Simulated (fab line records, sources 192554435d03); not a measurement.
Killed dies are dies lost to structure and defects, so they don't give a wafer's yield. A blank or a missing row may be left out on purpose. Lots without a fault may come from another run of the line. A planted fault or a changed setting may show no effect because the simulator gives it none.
Split-lot experiment | flow n5_finfet | 7 lots, 21 wafers read, on a route of 1938 steps

THE SPLIT
At N5_GATE_CUT_EXPOSE_10 (exposes mask GATE CUT, target cd 20 nm), the setting dose_mj was moved away from the recipe's 43.25 on 2 of the 21 wafers read, by -3.0% to +4.9%. The other wafers ran this setting at the recipe's value.

FROM THE SPLIT TO THE READING: what the file shows between them, 8 steps
- N5_GATE_CUT_DESCUM_18: chemistry O2, time 7 s (also split here: time_s)
- N5_GATE_CUT_ETCH_28: etches underlayer in N2/H2, target depth 13 nm, time 10.4 s
- N5_GATE_CUT_ETCH_36: etches SiARC in CF4, target depth 13 nm, time 21.7 s
- N5_GATE_CUT_ETCH_37: etches SOC in N2/H2, target depth 60 nm, overetch 12 nm, time 90 s
- N5_GATE_CUT_STRIP_38: strips in N2/H2
- N5_GATE_CUT_STRIP_39: strips in N2/H2
- N5_GATE_CUT_STRIP_41: strips in CF4
- N5_GATE_CUT_STRIP_42: strips in O2

THE READING
GATE_CUT.cd_nm (the simulator's own value, which no gauge read), in nm, at N5_GATE_CUT_ETCH_19 (etches SiNx in CH3F/O2, target depth 53.7 nm, time 76.7 s). The file gives no usual value for it. The 19 wafers here that ran the recipe average 20.0 nm, standard deviation 0.29 nm.

wafer  | tool, chamber at the split | dose_mj as run | against the recipe | GATE_CUT.cd_nm, nm | against lot-mates on the recipe
L074.2 | euv_scanner-02, 0          | 43.25          | recipe             | 20.4               | -
L074.3 | euv_scanner-02, 0          | 43.25          | recipe             | 20.2               | -
L074.4 | euv_scanner-02, 0          | 43.25          | recipe             | 20.6               | -
L075.4 | euv_scanner-01, 0          | 43.25          | recipe             | 20.4               | -
L075.6 | euv_scanner-01, 0          | 43.25          | recipe             | 20.4               | -
L075.5 | euv_scanner-01, 0          | 45.37          | +4.9%              | 21.4               | +1.0
L078.1 | euv_scanner-02, 0          | 43.25          | recipe             | 19.6               | -
L078.2 | euv_scanner-02, 0          | 43.25          | recipe             | 19.8               | -
L078.5 | euv_scanner-02, 0          | 43.25          | recipe             | 19.4               | -
L080.2 | euv_scanner-02, 0          | 43.25          | recipe             | 20                 | -
L080.5 | euv_scanner-02, 0          | 43.25          | recipe             | 19.8               | -
L080.6 | euv_scanner-02, 0          | 43.25          | recipe             | 19.8               | -
L086.2 | euv_scanner-02, 0          | 43.25          | recipe             | 20.2               | -
L086.3 | euv_scanner-02, 0          | 43.25          | recipe             | 19.8               | -
L086.5 | euv_scanner-02, 0          | 43.25          | recipe             | 20                 | -
L092.1 | euv_scanner-01, 0          | 43.25          | recipe             | 20                 | -
L092.5 | euv_scanner-01, 0          | 43.25          | recipe             | 20                 | -
L092.6 | euv_scanner-01, 0          | 41.97          | -3.0%              | 19.4               | -0.6
L093.1 | euv_scanner-02, 0          | 43.25          | recipe             | 19.8               | -
L093.2 | euv_scanner-02, 0          | 43.25          | recipe             | 20                 | -
L093.6 | euv_scanner-02, 0          | 43.25          | recipe             | 20                 | -

THE FIT
A straight line over all 21 wafers: GATE_CUT.cd_nm changes by +0.262 nm for each +1% of dose_mj; r = +0.76; the points scatter about the line by 0.3 nm.
The same after taking each lot's own level away (the mean of its wafers on the recipe; 21 wafers): +0.204 nm for each +1%; r = +0.91; scatter 0.12 nm.
On that fit, the largest move of dose_mj shifts the reading by 1 nm.
The lots' own levels span 19.60 to 20.40 nm, that is 2.7 times the standard deviation above.
So the lot-to-lot level blurs the effect unless lot-mates are compared.
Check: with one of the wafers moved furthest among these (+4.9%) left out of the fit, the line predicts +0.994 nm for it against its lot-mates. It came out at +1 nm against them.

OTHER SPLITS ON THESE WAFERS
These wafers also went through other splits before the reading. Each is held against what the fit with the lots' levels taken away leaves over:
other split on the same wafers | wafers away from the commonest value | r with GATE_CUT.cd_nm (lot level and that fit taken away)
N5_SDB_STRIP_22 power_w        | 6                                    | -0.01
N5_SDB_CUT_ETCH_26 icp_w       | 3                                    | +0.18
N5_GATE_CUT_DESCUM_18 time_s   | 6                                    | +0.03

THE WHOLE CHAIN: every reading that the file lists as answering this split, in the file's order
step                  | what it does                                                       | reading                                                         | change (the file's fit)               | r (the file's)
N5_GATE_CUT_DESCUM_18 | chemistry O2, time 7 s                                             | GATE_CUT.cd_nm (the simulator's own value, which no gauge read) | +0.243 nm for each +1% of the setting | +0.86
N5_GATE_CUT_ETCH_28   | etches underlayer in N2/H2, target depth 13 nm, time 10.4 s        | GATE_CUT.cd_nm (the simulator's own value, which no gauge read) | +0.213 nm for each +1% of the setting | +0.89
N5_GATE_CUT_ETCH_37   | etches SOC in N2/H2, target depth 60 nm, overetch 12 nm, time 90 s | GATE_CUT.cd_nm (the simulator's own value, which no gauge read) | +0.189 nm for each +1% of the setting | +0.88
N5_GATE_CUT_ETCH_19   | etches SiNx in CH3F/O2, target depth 53.7 nm, time 76.7 s          | GATE_CUT.cd_nm (the simulator's own value, which no gauge read) | +0.204 nm for each +1% of the setting | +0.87

THE FILE'S OWN FIT
GATE_CUT.cd_nm changes by +0.204 nm for each +1% of dose_mj, r = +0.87.
